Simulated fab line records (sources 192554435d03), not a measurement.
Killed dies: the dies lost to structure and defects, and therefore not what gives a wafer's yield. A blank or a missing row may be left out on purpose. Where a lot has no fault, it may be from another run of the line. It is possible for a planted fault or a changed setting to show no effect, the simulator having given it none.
fab line records -- flow n5_finfet
record lots=7, wafers=21, last_day=14
route steps=1938 shown BEOL_M12@1656 BEOL_M13@1674 BEOL_M15@1830 PASSIVATION@1936
lots that met no fault: from a run of the same line without faults
start_h: hours from the record's opening day to when the first of the lot's shown wafers began -- wait_h: how many hours have passed since the lot's step before this one -- " the same as in the row above -- L1.1+2: one row covering several wafers at once -- - no value present, or no start provided -- * or withheld: withheld -- < > ~ a bound
route shown NAME@n: a module of which the file shows steps, and the number in the route of the first -- usual: average and standard deviation across the fault-free wafers -- same: alike in all rows -- chamber/n: place in a boat -- sites: the reading at each site -- _std_site: the values' standard deviation -- _edge_site: outer sites' mean less inner sites' -- radius_mm: for every site, how far away it sits from the centre of the wafer -- mask NAME#n: copy n -- behind: the last tool/chamber to shape the wafer -- hold: reason for holding the lot/hours on hold/outcome of the hold -- device: whichever transistor did not switch (one of n, p or np) -- end of line: the tests these same wafers got at the end of their route -- a step given without rows: its recipe and nothing more -- killed: not the wafer's yield, but the dies lost to structure and defects at the first sort -- map: dies across one wafer; x = killed, . = not, _ = none there
set.NAME: the setting as run; set.NAME@STEP: as run at that earlier step -- model.NAME: the simulator's own value behind a step, which no gauge read
a sample of lots followed through the steps of the route, with each step as a table and each wafer as a row
services: the hour from which a tool's chamber was out of use, counted from the record's first day as start_h (under 0 if before that day), plus the number of hours and why
## steps
# step N5_BEOL_M12_DEP_53
# recipe material=SiCN, target_thk_a=300, temp_c=withheld, precursor=3MS/NH3, pressure_torr=3, rf_w=675, time_s=10.5
# usual chamber_pressure_Torr=3.000/0.0061, showerhead_plenum_p_Torr=4.148/0.014, throttle_valve_pct=17.8/1
lot.wafer,tool,chamber,start_h,wait_h,chamber_pressure_Torr,showerhead_plenum_p_Torr,throttle_valve_pct
L574.1,pecvd-04,0,246.59,0.0,2.999,4.142,19.7
L574.2,pecvd-04,1,246.59,0.0,2.994,4.151,17.9
L574.5,pecvd-04,1,246.59,0.0,2.997,4.136,18.2
L573.2,pecvd-01,1,248.42,0.0,2.998,4.161,18.0
L573.5,pecvd-01,1,248.42,0.0,3.006,4.172,17.9
L573.6,pecvd-01,2,248.42,0.0,3.001,4.162,17.1
L576.1,pecvd-04,0,263.85,0.0,3.005,4.147,19.5
L576.2,pecvd-04,1,263.85,0.0,2.999,4.149,18.1
L576.4,pecvd-04,1,263.85,0.0,3.007,4.151,18.0
L579.2,pecvd-02,2,276.29,0.0,2.992,4.124,16.5
L579.3,pecvd-02,1,276.29,0.0,2.996,4.136,18.9
L579.6,pecvd-02,1,276.29,0.0,2.994,4.135,18.7
L582.1,pecvd-02,1,306.52,0.0,3.007,4.138,18.6
L582.4,pecvd-02,1,306.52,0.0,3.003,4.137,18.5
L582.5,pecvd-02,0,306.52,0.0,3.005,4.145,17.6
L584.4,pecvd-02,1,306.82,0.0,2.998,4.146,18.6
L584.5,pecvd-02,0,306.82,0.0,3.004,4.147,17.3
L584.6,pecvd-02,2,306.82,0.0,3.005,4.134,16.4
L585.2,pecvd-01,0,310.78,0.0,3.002,4.133,17.3
L585.4,pecvd-01,0,310.78,0.0,3.006,4.138,17.7
L585.6,pecvd-01,1,310.78,0.0,3.002,4.171,17.8
# step N5_BEOL_M13_VIA_ETCH_16
# recipe chemistry=C4F8/O2/Ar, target=SiOC, pressure_mtorr=30, source_w=3000, bias_w=700, Ar_flow_sccm=400, C4F8_flow_sccm=15, O2_flow_sccm=8, he_inner_torr=15, he_outer_torr=30, target_depth_a=9217, time_s=withheld, ion_energy_ev=250, ends=cleared
# usual drypump_motor_current_A=5.7/0.31, oes_product_au=0.68/0.072, rf_vpp_V=665/3.2, showerhead_plenum_p_Torr=3.41/0.11, throttle_valve_pct=24.28/0.22
lot.wafer,tool,chamber,start_h,wait_h,drypump_motor_current_A,oes_product_au,rf_vpp_V,showerhead_plenum_p_Torr,throttle_valve_pct
L574.1,rie_diel-03,3,247.49,0.0,5.3,0.66,664,3.41,24.39
L574.2,rie_diel-03,1,247.49,0.0,6.2,0.63,660,3.26,24.39
L574.5,rie_diel-03,1,247.49,0.0,6.2,0.63,660,3.26,24.39
L573.2,rie_diel-03,0,249.20,0.0,5.4,0.63,664,3.37,24.33
L573.5,rie_diel-03,1,249.20,0.0,6.3,0.63,662,3.26,24.39
L573.6,rie_diel-03,3,249.20,0.0,5.2,0.65,664,3.41,24.41
L576.1,rie_diel-03,2,264.71,0.0,5.5,0.79,671,3.63,24.12
L576.2,rie_diel-03,3,264.71,0.0,5.3,0.66,664,3.41,24.39
L576.4,rie_diel-03,1,264.71,0.0,6.2,0.62,661,3.26,24.41
L579.2,rie_diel-06,3,278.86,0.0,5.8,0.78,665,3.47,24.47
L579.3,rie_diel-06,1,278.86,0.0,5.9,0.64,668,3.52,24.28
L579.6,rie_diel-06,2,278.86,0.0,5.6,0.61,664,3.35,24.03
L582.1,rie_diel-03,1,307.29,0.0,6.2,0.62,661,3.25,24.42
L582.4,rie_diel-03,0,307.29,0.0,5.4,0.62,666,3.36,24.35
L582.5,rie_diel-03,0,307.29,0.0,5.4,0.62,664,3.36,24.36
L584.4,rie_diel-05,1,307.67,0.0,5.8,0.64,665,3.36,23.78
L584.5,rie_diel-05,3,307.67,0.0,6.1,0.76,672,3.60,24.39
L584.6,rie_diel-05,0,307.67,0.0,5.9,0.65,661,3.27,24.44
L585.2,rie_diel-06,0,311.54,0.0,5.8,0.64,666,3.39,24.50
L585.4,rie_diel-06,3,311.54,0.0,5.8,0.77,666,3.46,24.48
L585.6,rie_diel-06,3,311.54,0.0,5.8,0.76,667,3.46,24.48
# step N5_BEOL_M13_INSPECT_30
# recipe mode=adi, inspect_instrument=macro
# usual raw_defect_count=2.1/1.4
lot.wafer,tool,chamber,start_h,wait_h,raw_defect_count
L574.1,defect_inspect-02,-,248.78,0.0,2
L574.2,defect_inspect-02,-,248.78,0.0,3
L574.5,defect_inspect-02,-,248.78,0.0,0
L573.2,defect_inspect-01,-,250.11,0.0,2
L573.5,defect_inspect-01,-,250.11,0.0,0
L573.6,defect_inspect-01,-,250.11,0.0,1
L576.1,defect_inspect-01,-,265.55,0.0,4
L576.2,defect_inspect-01,-,265.55,0.0,1
L576.4,defect_inspect-01,-,265.55,0.0,4
L579.2,defect_inspect-02,-,279.81,0.0,2
L579.3,defect_inspect-02,-,279.81,0.0,1
L579.6,defect_inspect-02,-,279.81,0.0,0
L582.1,defect_inspect-02,-,308.11,0.0,3
L582.4,defect_inspect-02,-,308.11,0.0,2
L582.5,defect_inspect-02,-,308.11,0.0,1
L584.4,defect_inspect-01,-,308.62,0.0,1
L584.5,defect_inspect-01,-,308.62,0.0,2
L584.6,defect_inspect-01,-,308.62,0.0,0
L585.2,defect_inspect-02,-,312.49,0.0,2
L585.4,defect_inspect-02,-,312.49,0.0,2
L585.6,defect_inspect-02,-,312.49,0.0,0
# step N5_BEOL_M13_TRENCH_ETCH_34
# recipe chemistry=C4F8/O2/Ar, target=SiOC, target_depth_a=4134.7, mask_material=SOC, pressure_mtorr=30, source_w=3000, bias_w=700, Ar_flow_sccm=400, C4F8_flow_sccm=15, O2_flow_sccm=8, he_inner_torr=15, he_outer_torr=30, time_s=162.6, ion_energy_ev=250
# usual drypump_motor_current_A=5.75/0.26, oes_product_au=0.76/0.077, rf_vpp_V=665/3.3, showerhead_plenum_p_Torr=3.41/0.11, throttle_valve_pct=24.25/0.25
lot.wafer,tool,chamber,start_h,wait_h,drypump_motor_current_A,oes_product_au,rf_hours_counter_h,rf_vpp_V,showerhead_plenum_p_Torr,throttle_valve_pct
L574.1,rie_diel-05,3,249.21,0.0,6.13,0.86,37,672,3.61,24.37
L574.2,rie_diel-05,2,249.21,0.0,5.58,0.85,68,667,3.46,24.08
L574.5,rie_diel-05,3,249.21,0.0,6.15,0.86,-,669,3.61,24.36
L573.2,rie_diel-05,2,250.64,0.0,5.57,0.85,69,667,3.46,24.05
L573.5,rie_diel-05,1,250.64,0.0,5.75,0.72,-,664,3.37,23.77
L573.6,rie_diel-05,2,250.64,0.0,5.57,0.85,-,666,3.46,24.06
L576.1,rie_diel-05,2,266.28,0.0,5.58,0.84,73,667,3.45,24.08
L576.2,rie_diel-05,3,266.28,0.0,6.15,0.86,41,671,3.61,24.36
L576.4,rie_diel-05,1,266.28,0.0,5.74,0.73,190,667,3.37,23.76
L579.2,rie_diel-05,0,280.25,0.0,5.84,0.74,178,662,3.27,24.46
L579.3,rie_diel-05,3,280.25,0.0,6.12,0.85,45,671,3.60,24.38
L579.6,rie_diel-05,0,280.25,0.0,5.85,0.74,-,662,3.27,24.45
L582.1,rie_diel-06,1,308.55,0.0,5.88,0.70,211,667,3.52,24.28
L582.4,rie_diel-06,0,308.55,0.0,5.84,0.71,189,664,3.39,24.48
L582.5,rie_diel-06,1,308.55,0.0,5.89,0.70,-,668,3.52,24.28
L584.4,rie_diel-06,3,309.10,0.0,5.78,0.85,77,666,3.46,24.49
L584.5,rie_diel-06,3,309.10,0.0,5.82,0.85,-,667,3.46,24.48
L584.6,rie_diel-06,2,309.10,0.0,5.53,0.68,-,663,3.35,24.06
L585.2,rie_diel-03,2,312.97,0.0,5.54,0.87,37,671,3.62,24.15
L585.4,rie_diel-03,1,312.97,0.0,6.22,0.69,236,660,3.25,24.42
L585.6,rie_diel-03,1,312.97,0.0,6.21,0.68,-,661,3.25,24.42
# step N5_BEOL_M13_OCD_MEAS_35
# usual trench_depth_nm=415/6.3
lot.wafer,tool,chamber,start_h,wait_h,trench_depth_nm
L574.1,ocd-02,-,249.40,0.0,415
L574.2,ocd-02,-,249.40,0.0,423
L574.5,ocd-02,-,249.40,0.0,413
L573.2,ocd-01,-,250.82,0.0,427
L573.5,ocd-01,-,250.82,0.0,420
L573.6,ocd-01,-,250.82,0.0,430
L576.1,ocd-01,-,266.46,0.0,470
L576.2,ocd-01,-,266.46,0.0,462
L576.4,ocd-01,-,266.46,0.0,469
L579.2,ocd-02,-,280.42,0.0,463
L579.3,ocd-02,-,280.42,0.0,460
L579.6,ocd-02,-,280.42,0.0,461
L582.1,ocd-02,-,308.72,0.0,401
L582.4,ocd-02,-,308.72,0.0,411
L582.5,ocd-02,-,308.72,0.0,399
L584.4,ocd-01,-,309.28,0.0,419
L584.5,ocd-01,-,309.28,0.0,422
L584.6,ocd-01,-,309.28,0.0,414
L585.2,ocd-01,-,313.15,0.0,421
L585.4,ocd-01,-,313.15,0.0,416
L585.6,ocd-01,-,313.15,0.0,417
# step N5_BEOL_M13_THK_MEAS_50
# recipe thk_meas_gauge=xrf, reads=Cu_of_BEOL_M13_ECD_47
# usual M13_THK=426/7.6
lot.wafer,tool,chamber,start_h,wait_h,M13_THK[nm]
L574.1,film_metro-02,-,250.83,-,426
L574.2,film_metro-02,-,250.83,-,438
L574.5,film_metro-02,-,250.83,-,428
L573.2,film_metro-02,-,252.86,-,436
L573.5,film_metro-02,-,252.86,-,428
L573.6,film_metro-02,-,252.86,-,439
L576.1,film_metro-02,-,269.29,-,479
L576.2,film_metro-02,-,269.29,-,476
L576.4,film_metro-02,-,269.29,-,483
L579.2,film_metro-02,-,284.11,-,478
L579.3,film_metro-02,-,284.11,-,474
L579.6,film_metro-02,-,284.11,-,477
L582.1,film_metro-01,-,313.82,-,408
L582.4,film_metro-01,-,313.82,-,418
L582.5,film_metro-01,-,313.82,-,406
L584.4,film_metro-02,-,314.10,-,431
L584.5,film_metro-02,-,314.10,-,435
L584.6,film_metro-02,-,314.10,-,425
L585.2,film_metro-02,-,317.30,-,428
L585.4,film_metro-02,-,317.30,-,426
L585.6,film_metro-02,-,317.30,-,428
# step N5_BEOL_M13_RS_MEAS_54
# recipe thk_meas_gauge=four-point-probe, reads=Cu_of_BEOL_M13_ECD_47+Ta_of_BEOL_M13_SPUTTER_44+TaN_of_BEOL_M13_SPUTTER_43
# usual M13_RS=0.0448/0.00072
lot.wafer,tool,chamber,start_h,wait_h,M13_RS[ohm/sq]
L574.1,film_metro-02,-,251.15,0.2,0.0448
L574.2,film_metro-02,-,251.15,0.2,0.0436
L574.5,film_metro-02,-,251.15,0.2,0.0447
L573.2,film_metro-02,-,252.99,0.1,0.0435
L573.5,film_metro-02,-,252.99,0.1,0.0444
L573.6,film_metro-02,-,252.99,0.1,0.0433
L576.1,film_metro-02,-,269.42,0.0,0.0394
L576.2,film_metro-02,-,269.42,0.0,0.0402
L576.4,film_metro-02,-,269.42,0.0,0.0394
L579.2,film_metro-02,-,284.24,0.1,0.0401
L579.3,film_metro-02,-,284.24,0.1,0.0405
L579.6,film_metro-02,-,284.24,0.1,0.0402
L582.1,film_metro-02,-,313.95,0.0,0.0465
L582.4,film_metro-02,-,313.95,0.0,0.0454
L582.5,film_metro-02,-,313.95,0.0,0.0466
L584.4,film_metro-01,-,314.23,0.0,0.0441
L584.5,film_metro-01,-,314.23,0.0,0.0438
L584.6,film_metro-01,-,314.23,0.0,0.0449
L585.2,film_metro-02,-,317.43,0.1,0.0440
L585.4,film_metro-02,-,317.43,0.1,0.0445
L585.6,film_metro-02,-,317.43,0.1,0.0443
# step N5_BEOL_M15_RC_MEAS_101
# usual COMB_M10=1.4e-11/3.3e-12, COMB_M11=1.35e-11/2.6e-12, COMB_M12=5.9e-12/1.3e-12, COMB_M13=4.5e-12/1.2e-12, COMB_M14=3.2e-12/7.5e-13, COMB_M15=2.2e-12/6e-13, COMB_M5=3.6e-11/7.7e-12, COMB_M6=2.6e-11/4.5e-12, COMB_M7=2.5e-11/5.2e-12, COMB_M8=2.5e-11/4.9e-12, COMB_M9=1.4e-11/3.2e-12, SERP_M10=3.05/0.071, SERP_M11=3.06/0.095, SERP_M12=0.634/0.015, SERP_M12_max_site=0.647/0.016, SERP_M13=0.307/0.0057, SERP_M13_max_site=0.311/0.0057, SERP_M14=0.160/0.0034, SERP_M5=38.7/1.9, SERP_M6=13.5/0.55, SERP_M7=13.8/0.6, SERP_M8=13.8/0.6, SERP_M9=3.06/0.086, SERP_M9_max_site=3.15/0.091
lot.wafer,tool,chamber,start_h,wait_h,COMB_M10[S/m],COMB_M11[S/m],COMB_M12[S/m],COMB_M13[S/m],COMB_M14[S/m],COMB_M15[S/m],COMB_M5[S/m],COMB_M6[S/m],COMB_M7[S/m],COMB_M8[S/m],COMB_M9[S/m],SERP_M10[ohm/um],SERP_M11[ohm/um],SERP_M12[ohm/um],SERP_M12_max_site[ohm/um],SERP_M13[ohm/um],SERP_M13_max_site[ohm/um],SERP_M14[ohm/um],SERP_M5[ohm/um],SERP_M6[ohm/um],SERP_M7[ohm/um],SERP_M8[ohm/um],SERP_M9[ohm/um],SERP_M9_max_site[ohm/um]
L574.1,prober-02,0,261.47,0.0,1.2e-11,1.97e-11,3.9e-12,5.1e-12,3.9e-12,1.6e-12,4e-11,3.1e-11,3.5e-11,2.8e-11,1.8e-11,2.93,3.00,0.626,0.647,0.308,0.311,0.154,40.1,13.0,12.9,14.4,3.15,3.20
L574.2,prober-02,0,261.47,0.0,1.9e-11,1.39e-11,5e-12,3.5e-12,2.7e-12,1.4e-12,3e-11,2.8e-11,2.8e-11,2.1e-11,1.2e-11,3.01,3.16,0.654,0.666,0.299,0.303,0.159,36.8,13.8,14.2,13.6,3.10,3.18
L574.5,prober-02,0,261.47,0.0,1.3e-11,1.32e-11,5.9e-12,3.3e-12,2e-12,2.2e-12,4.3e-11,2.4e-11,3.2e-11,2.6e-11,2.1e-11,2.99,3.08,0.623,0.631,0.308,0.310,0.159,37.3,13.0,13.7,13.9,3.04,3.16
L573.2,prober-02,0,268.68,0.2,9e-12,1.14e-11,5.8e-12,3.7e-12,2.6e-12,3.3e-12,2.6e-11,2.8e-11,2.3e-11,2.6e-11,1.3e-11,3.11,2.94,0.607,0.614,0.299,0.302,0.159,42.5,12.7,14.1,13.1,3.08,3.15
L573.5,prober-02,0,268.68,0.2,1.6e-11,1.78e-11,4.7e-12,2.5e-12,1.5e-12,2.5e-12,3e-11,3.2e-11,2.2e-11,2.8e-11,1.2e-11,3.15,2.93,0.666,0.681,0.304,0.307,0.154,41.1,14.1,14.3,13.2,3.25,3.37
L573.6,prober-02,0,268.68,0.2,9e-12,1.39e-11,5.1e-12,5.1e-12,2e-12,2.7e-12,3.3e-11,3.1e-11,1.8e-11,2.1e-11,1.5e-11,2.98,2.99,0.626,0.645,0.299,0.306,0.165,39.8,12.5,13.6,12.9,3.12,3.17
L576.1,prober-01,0,282.83,0.0,1.2e-11,9.5e-12,3.6e-12,4e-12,2.1e-12,2.8e-12,1.7e-11,2.3e-11,1.7e-11,2.5e-11,1.5e-11,3.11,2.95,0.639,0.657,0.275,0.279,0.159,38.1,13.6,13.7,13.7,3.10,3.25
L576.2,prober-01,0,282.83,0.0,1.9e-11,1.09e-11,4.6e-12,5.6e-12,3.6e-12,2.8e-12,2.4e-11,2.3e-11,2.4e-11,2.4e-11,1.2e-11,3.01,3.16,0.659,0.675,0.279,0.280,0.163,36.5,13.5,13.6,14.1,2.97,3.06
L576.4,prober-01,0,282.83,0.0,1.1e-11,1.66e-11,6.4e-12,4.1e-12,2.3e-12,2.3e-12,2.5e-11,2.5e-11,1.7e-11,2.7e-11,1.5e-11,3.10,3.11,0.630,0.640,0.273,0.276,0.162,36.5,13.5,13.0,13.7,3.00,3.09
L579.2,prober-02,0,296.98,0.2,1.3e-11,1.4e-11,4.1e-12,3.1e-12,2.9e-12,1.1e-12,4.2e-11,2.6e-11,2.2e-11,1.8e-11,1.4e-11,2.94,2.99,0.655,0.667,0.272,0.275,0.161,39.0,12.9,14.4,13.0,2.93,3.14
L579.3,prober-02,0,296.98,0.2,1.4e-11,1.26e-11,7e-12,3.6e-12,3.5e-12,1.5e-12,5.4e-11,2.3e-11,2.1e-11,1.5e-11,1.5e-11,2.95,3.10,0.618,0.636,0.279,0.284,0.160,40.3,13.0,14.6,14.0,2.95,3.12
L579.6,prober-02,0,296.98,0.2,1.5e-11,1.22e-11,5e-12,3.1e-12,4e-12,1.9e-12,5.2e-11,2.1e-11,2.7e-11,2e-11,1e-11,3.03,3.02,0.604,0.619,0.279,0.279,0.153,41.6,12.2,14.3,13.8,2.98,3.03
L582.1,prober-02,0,323.48,0.0,1.3e-11,1.34e-11,5.6e-12,4.5e-12,3.2e-12,1.6e-12,4.2e-11,2.4e-11,2.3e-11,2.5e-11,1.2e-11,3.01,3.02,0.629,0.646,0.322,0.324,0.164,38.0,13.4,13.8,13.3,3.00,3.14
L582.4,prober-02,0,323.48,0.0,1.3e-11,1.59e-11,5.8e-12,3.2e-12,3.2e-12,1.7e-12,3.8e-11,2e-11,2.4e-11,2.6e-11,1.3e-11,3.03,3.12,0.634,0.644,0.313,0.317,0.161,37.3,13.5,13.6,14.0,2.98,3.02
L582.5,prober-02,0,323.48,0.0,1.1e-11,1.43e-11,5.8e-12,3.8e-12,3.5e-12,1.5e-12,3.7e-11,2.1e-11,3.1e-11,2.8e-11,1.6e-11,3.05,3.25,0.632,0.641,0.322,0.325,0.162,38.7,13.4,13.9,13.9,2.93,2.96
L584.4,prober-01,0,324.87,0.5,1.5e-11,9.7e-12,7.4e-12,3.3e-12,3.3e-12,1.5e-12,4.5e-11,2.1e-11,2.3e-11,2.4e-11,8e-12,3.00,3.16,0.647,0.659,0.302,0.307,0.161,36.7,12.7,13.9,12.6,3.07,3.23
L584.5,prober-01,0,324.87,0.5,1.6e-11,1.3e-11,5.2e-12,3.5e-12,2.6e-12,2.2e-12,4.6e-11,2.2e-11,2e-11,2.7e-11,1.3e-11,2.99,3.01,0.635,0.643,0.305,0.308,0.158,36.5,13.4,14.2,13.2,2.98,3.03
L584.6,prober-01,0,324.87,0.5,1.8e-11,1.13e-11,5.9e-12,3.4e-12,4.2e-12,2.4e-12,3.9e-11,2.5e-11,2.6e-11,2.4e-11,1.2e-11,3.16,3.30,0.612,0.620,0.312,0.315,0.166,38.4,13.4,13.8,13.5,3.11,3.20
L585.2,prober-02,0,329.70,0.2,1.5e-11,1.77e-11,4e-12,3.9e-12,4.4e-12,1.3e-12,1.7e-11,1.9e-11,2.1e-11,1.6e-11,1.8e-11,3.20,2.97,0.622,0.644,0.298,0.302,0.161,35.8,12.9,13.5,13.5,3.06,3.11
L585.4,prober-02,0,329.70,0.2,1.1e-11,1.54e-11,5.5e-12,3.5e-12,3.5e-12,2.1e-12,2.3e-11,2.8e-11,2.5e-11,2.2e-11,1.3e-11,3.04,3.03,0.616,0.627,0.313,0.318,0.157,39.6,14.1,13.9,13.5,2.98,3.08
L585.6,prober-02,0,329.70,0.2,1.4e-11,1.36e-11,4.3e-12,4.4e-12,4.3e-12,2.4e-12,4e-11,2.3e-11,1.8e-11,2e-11,1.1e-11,3.15,3.08,0.613,0.629,0.306,0.310,0.160,37.1,13.3,13.7,13.6,3.06,3.12
# sites SERP_M13 radius_mm=0,75,75,75,75,140,140,140,140
L574.1 0.306 0.305 0.309 0.311 0.310 0.310 0.306 0.304 0.308
L573.2 0.298 0.299 0.302 0.301 0.301 0.298 0.296 0.299 0.297
L576.1 0.275 0.277 0.279 0.279 0.279 0.274 0.271 0.270 0.273
L579.2 0.272 0.275 0.272 0.270 0.272 0.271 0.273 0.270 0.269
L582.1 0.320 0.322 0.324 0.318 0.322 0.317 0.323 0.323 0.321
L584.4 0.303 0.302 0.302 0.304 0.302 0.307 0.302 0.300 0.300
L585.2 0.298 0.302 0.299 0.301 0.299 0.298 0.297 0.295 0.298
# step N5_PASSIVATION_PROBE_49
# usual defect_limited_yield=91.1/1.4, killed_at_M0_to_M3=33/9.1, killed_at_M4_up=14/5.6, killed_at_contacts=13/5.7, killed_at_front_end=42/12, killed_at_other=4/3, killed_dies=105/16, killed_open=69/11, killed_short=34/7.5, sort_bin_4_leakage=0.00/0.0072, sort_bin_5_function=5.2/0.91, sort_bin_6_memory=3.3/0.64, sort_bin_8_speed=0.0/0.37, sort_n_pass=1075/16, sort_yield_pct=91.1/1.4
# same gross_dies=1180, killed_at_back_side=0
lot.wafer,tool,chamber,start_h,wait_h,defect_limited_yield[%],killed_at_M0_to_M3,killed_at_M4_up,killed_at_contacts,killed_at_front_end,killed_at_other,killed_dies,killed_open,killed_short,sort_bin_4_leakage[%],sort_bin_5_function[%],sort_bin_6_memory[%],sort_bin_8_speed[%],sort_n_pass,sort_yield_pct[%]
L574.1,prober-01,-,274.06,0.0,88.2,60,13,15,51,0,139,90,48,0,7.0,4.5,0,1041,88.2
L574.2,prober-01,-,274.11,0.1,90.8,50,12,5,40,1,108,67,40,0,5.4,3.2,0,1072,90.8
L574.5,prober-01,-,274.26,0.2,90.3,46,10,16,39,4,115,71,39,0,5.2,4.2,0,1065,90.3
L576.1,prober-01,-,296.94,0.0,90.0,31,14,31,33,9,118,75,43,0,5.8,3.9,0,1062,90.0
L576.2,prober-01,-,296.99,0.1,91.4,34,19,13,31,4,101,66,34,0,4.9,3.4,0,1079,91.4
L576.4,prober-01,-,297.09,0.2,90.5,53,12,9,31,7,112,69,42,0,5.0,4.2,0,1068,90.5
# killed by level:class
L574.1 FIN_SAQP:geometric_particle:short=16 BEOL_M3:geometric_particle:open=15 BEOL_M1:geometric_particle:open=13 BEOL_M0_SAQP:geometric_particle:open=11 FIN_SAQP:geometric_particle:open=10 MOL_CONTACT_COAG:geometric_particle:open=9 BEOL_M2:geometric_particle:open=7 MOL_CONTACT_COAG:geometric_particle:short=5
L574.2 BEOL_M1:geometric_particle:open=17 FIN_SAQP:geometric_particle:short=12 BEOL_M3:geometric_particle:open=8 BEOL_M4:geometric_particle:open=8 FIN_SAQP:geometric_particle:open=6 GATE_CUT:geometric_particle:short=6 MOL_CONTACT_COAG:geometric_particle:open=5 BEOL_M1:geometric_particle:short=5
L574.5 BEOL_M1:geometric_particle:open=14 STI_FIN_REVEAL:geometric_particle:open=11 MOL_CONTACT_COAG:geometric_particle:open=11 BEOL_M0_SAQP:geometric_particle:short=8 BEOL_M0_SAQP:geometric_particle:open=6 BEOL_M1:geometric_particle:short=6 BEOL_M4:geometric_particle:open=5 GATE_CUT:geometric_particle:short=5
L576.1 MOL_CONTACT_COAG:geometric_particle:open=27 BEOL_M0_SAQP:geometric_particle:short=13 BEOL_M4:geometric_particle:open=6 DUMMY_GATE:geometric_particle:open=5 BEOL_M2:geometric_particle:open=5 FIN_SAQP:geometric_particle:short=4 GATE_CUT:geometric_particle:open=4 MOL_CONTACT_COAG:geometric_particle:short=4
L576.2 BEOL_M4:geometric_particle:open=10 MOL_CONTACT_COAG:geometric_particle:open=9 BEOL_M3:geometric_particle:open=8 BEOL_M0_SAQP:geometric_particle:open=7 BEOL_M0_SAQP:geometric_particle:short=6 DUMMY_GATE:geometric_particle:open=5 MOL_CONTACT_COAG:geometric_particle:short=4 BEOL_M2:geometric_particle:open=4
L576.4 BEOL_M0_SAQP:geometric_particle:short=12 BEOL_M1:geometric_particle:open=10 BEOL_M2:geometric_particle:open=8 BEOL_M3:geometric_particle:open=8 FIN_SAQP:geometric_particle:short=7 MOL_CONTACT_COAG:geometric_particle:open=7 BEOL_M0_SAQP:geometric_particle:open=7 GATE_CUT:geometric_particle:short=6
## services
tool,chamber,start_h,hours,kind
pecvd-04,2,226.18,5.5,scheduled_down
pecvd-04,1,258.07,2.8,repair
rie_diel-06,0,270.40,9.1,repair
rie_diel-05,2,270.47,12.0,repair
pecvd-04,-,277.54,5.4,repair
rie_diel-05,3,312.55,6.6,repair
## key
first_sign step=N5_BEOL_M13_OCD_MEAS_35, reading=trench_depth_nm, direction=up, sigmas=7.8, usual=415, struck=464
effect step=N5_BEOL_M13_THK_MEAS_50, reading=M13_THK, direction=up, sigmas=6.8, usual=426, struck=478
effect step=N5_BEOL_M13_RS_MEAS_54, reading=M13_RS, direction=down, sigmas=6.7, usual=0.0448, struck=0.0400
effect step=N5_BEOL_M15_RC_MEAS_101, reading=SERP_M13, direction=down, sigmas=5.5, usual=0.307, struck=0.276
met_at N5_BEOL_M13_TRENCH_ETCH_34
struck_lots L576,L579
not_acting_at N5_BEOL_M12_DEP_53,N5_BEOL_M13_VIA_ETCH_16,N5_BEOL_M13_INSPECT_30
onset_between 250.64 266.28
fault kind=process_parameter_drift, tool=rie_diel-05, chamber=-, onset_h=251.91, steps=N5_BEOL_M13_TRENCH_ETCH_34, channel=time_s, offset=*, shape=step, acts_in=*, stated=*
